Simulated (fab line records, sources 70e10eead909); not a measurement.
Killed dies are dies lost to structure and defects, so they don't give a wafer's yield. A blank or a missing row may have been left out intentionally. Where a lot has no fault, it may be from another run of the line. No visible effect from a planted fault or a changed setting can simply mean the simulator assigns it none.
Struck lot and sound lot, side by side ; flow nandHarc ; 15 steps out of a route of 1302
Sound: wafers L116.3, L116.4, L116.6. Wafers L133.1, L133.2, L133.5 were the ones struck. The cause comes at the end.
Per side, at each step with rows, come the tool, then ch with its chambers, and then its first start. Under that, the readings that differ: sound wafers ; struck wafers ; difference of the means ; sigmas: that difference in standard deviations of wafers without a fault.
alike: readings with means less than 2 such deviations apart, plus words and numbers identical on both sides. not compared: withheld readings, readings lacking a value on some wafer, bounds such as >300 that could conceal the same value, and numbers that have no deviation in the record and whose values overlap.
The two part at a step that has a row with sigmas, a row that says differs or no value, or rows on one side only. When numbers do not overlap yet have no deviation, they are printed without sigmas and do not part them. Lack of a reading on every wafer of one side parts them only where that side has two or more wafers.

NHARC_THIN_TSV_GRIND_00:
  sound on grinder-01 ch 0, day 25 04:34; struck on grinder-01 ch 0, day 32 10:04
  alike: motorCurrentA
NHARC_THIN_TSV_CMP_01: polishes.
  sound on cmp-01 ch 0,1,3, day 25 05:26; struck on cmp-02 ch 1,3, day 32 11:17
  alike: motorCurrentA
NHARC_THIN_TSV_THK_MEAS_02: measures by ir.
  sound on filmMetro-02, day 25 05:38; struck on filmMetro-02, day 32 11:33
reading;sound;struck;difference;sigmas
thkNm (nm);2705 2732 2637;2828 3326 3241;+440;+2
then, 3 steps without rows for these wafers: NHARC_THIN_TSV_SRD_03; NHARC_THIN_TSV_PRECLEAN_41 (cleans in SC1); NHARC_THIN_TSV_SRD_42.
NHARC_THIN_TSV_DEP_43: deposits SiO2, target thk 1328.5 nm.
  sound on pecvd-04 ch 0,1,2, day 25 05:57; struck on pecvd-02 ch 1,2, day 32 11:46
  alike: throttleValvePct
then, 5 steps without rows for these wafers: NHARC_THIN_TSV_DEHYDRATE_04 (time 120 s); NHARC_THIN_TSV_HMDS_05 (time 30 s); NHARC_THIN_TSV_COAT_06; NHARC_THIN_TSV_SOFTBAKE_07 (time 95 s); NHARC_THIN_TSV_EBR_08.
NHARC_THIN_TSV_EXPOSE_09: exposes mask TSV.
  sound on krfScanner-03 ch 0, day 25 06:32; struck on krfScanner-04 ch 0, day 32 12:26
reading;sound;struck;difference;sigmas
exposureDoseMJCm2;30.686 30.688 30.687;28.492 28.491 28.575;-2.168;-75
  alike: mask, focusOffsetNm
then, 1 step without rows for these wafers: NHARC_THIN_TSV_PEB_10 (peb time 85 s).
NHARC_END_SORT_01:
  sound on prober-01 ch 0, day 25 23:14; struck on prober-01 ch 0, day 33 05:37
  alike: defectLimitedYield, killedAtArray, killedAtOther, killedAtPeriphery, killedDies, killedOpen, killedShort, sort_bin_2_pct, sort_bin_3_pct, sort_bin_4_pct, sortNPass, sortRimYieldPct, sortYieldPct

WHERE THEY PART
First at NHARC_THIN_TSV_THK_MEAS_02; last, within this record, at NHARC_THIN_TSV_EXPOSE_09. Later steps at which nothing parts them and some readings are alike: NHARC_END_SORT_01.

WHY: what had been put in by the simulator
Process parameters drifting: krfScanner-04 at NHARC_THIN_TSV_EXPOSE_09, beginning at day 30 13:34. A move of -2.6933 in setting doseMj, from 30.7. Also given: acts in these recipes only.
